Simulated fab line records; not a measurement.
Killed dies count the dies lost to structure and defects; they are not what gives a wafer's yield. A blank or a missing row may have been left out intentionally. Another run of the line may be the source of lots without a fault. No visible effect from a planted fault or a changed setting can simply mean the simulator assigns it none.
Which tool was responsible? | flow nand harc | 24 lots with 72 wafers sampled at 2 steps, on a route of 1302 steps

## WHAT EACH GAUGE READ, for each wafer
NHARC_A_ONON_D1_THK_MEAS_21: measures by ellipsometry. Usual: thk nm reads 997 nm (standard deviation 11).
lot  | measured     | on            | thk nm (nm)    | flag
L074 | day 8 11:39  | film metro-01 | 985 984 984    |
L075 | day 8 11:40  | film metro-02 | 1002 1001 1001 |
L076 | day 8 23:10  | film metro-01 | 986 985 986    |
L077 | day 9 13:07  | film metro-01 | 989 991 992    |
L078 | day 9 22:43  | film metro-02 | 995 994 995    |
L079 | day 10 16:49 | film metro-02 | 975 975 976    |
L080 | day 10 23:02 | film metro-02 | 1020 1019 1020 |
L081 | day 11 06:37 | film metro-02 | 999 996 997    |
L082 | day 11 20:00 | film metro-01 | 1020 1020 1018 |
L083 | day 11 20:00 | film metro-02 | 1010 1008 1012 |
L084 | day 12 10:20 | film metro-02 | 988 988 987    |
L085 | day 12 21:16 | film metro-02 | 1007 1007 1006 |
L087 | day 13 07:03 | film metro-01 | 996 997 997    |
L086 | day 13 07:04 | film metro-02 | 997 998 997    |
L089 | day 14 08:45 | film metro-02 | 991 991 992    |
L088 | day 14 08:45 | film metro-01 | 994 993 994    |
L090 | day 15 05:29 | film metro-01 | 995 997 996    |
L091 | day 15 10:02 | film metro-02 | 1011 1010 1012 |
L092 | day 15 17:59 | film metro-01 | 978 981 980    |
L093 | day 16 03:52 | film metro-01 | 989 988 989    |
L095 | day 16 20:11 | film metro-01 | 999 997 999    |
L094 | day 16 20:13 | film metro-01 | 1015 1011 1014 |
L096 | day 17 09:40 | film metro-02 | 996 997 996    |
L097 | day 17 13:35 | film metro-01 | 1001 1001 1002 |

NHARC_A_ONON_D1_THK_MEAS_30: measures by ellipsometry. Usual: thk nm reads 1003 nm (standard deviation 7.9).
lot  | measured     | on            | thk nm (nm)    | flag
L074 | day 8 13:22  | film metro-01 | 1014 1013 1014 |
L075 | day 8 13:22  | film metro-02 | 996 996 997    |
L076 | day 9 00:53  | film metro-02 | 1012 1013 1014 |
L077 | day 9 14:49  | film metro-01 | 1016 1014 1016 |
L078 | day 10 00:26 | film metro-01 | 999 998 999    |
L079 | day 10 18:29 | film metro-02 | 1008 1006 1008 |
L080 | day 11 00:44 | film metro-02 | 1003 1003 1001 |
L081 | day 11 08:18 | film metro-01 | 1005 1008 1007 |
L082 | day 11 21:42 | film metro-02 | 1014 1013 1015 |
L083 | day 11 21:42 | film metro-01 | 1006 1005 1008 |
L084 | day 12 12:02 | film metro-02 | 993 993 994    |
L085 | day 12 22:58 | film metro-02 | 1004 1003 1005 |
L087 | day 13 08:44 | film metro-01 | 1007 1005 1007 |
L086 | day 13 08:46 | film metro-02 | 1009 1009 1008 |
L089 | day 14 10:26 | film metro-01 | 1000 999 1000  |
L088 | day 14 10:26 | film metro-02 | 997 997 996    |
L090 | day 15 07:11 | film metro-01 | 1007 1007 1010 |
L091 | day 15 11:44 | film metro-01 | 1001 999 999   |
L092 | day 15 19:41 | film metro-02 | 998 997 998    |
L093 | day 16 05:35 | film metro-01 | 1003 1003 1004 |
L095 | day 16 21:53 | film metro-01 | 995 995 996    |
L094 | day 16 21:56 | film metro-01 | 992 992 992    |
L096 | day 17 11:22 | film metro-01 | 1009 1007 1007 |
L097 | day 17 15:19 | film metro-01 | 980 981 980    |

## TOOL THAT RAN EACH LOT (tool first, then ch and the chambers of the sampled wafers, then the start)
No process step before these readings appears in the record.

## AS READ BY THE TOOLS THEMSELVES (means over the sampled wafers that have a number; for cases with no such wafer, the mark the record gives instead)
The record holds no such reading with a usual standard deviation.

## THE ANSWER, worked out from the rows above alone
Rule: a lot counts as off when the mean over its wafers that have a number is more than 3 standard deviations away from the usual mean. A lot without any number at a reading at which 4 lots or more have one is off too. Where the step has rows for the other lots, those lots are counted as sound. Order of review: gauges by route order, followed by the tools' own readings, for which a lot's mean as printed above is used. The first step at which some lot is off is used, and at that step the reading that is off furthest; a lot without a number counts as furthest.
Across all readings shown, no lot is off: no conclusion can be drawn from this.

## WHAT WAS PUT IN BY THE SIMULATOR
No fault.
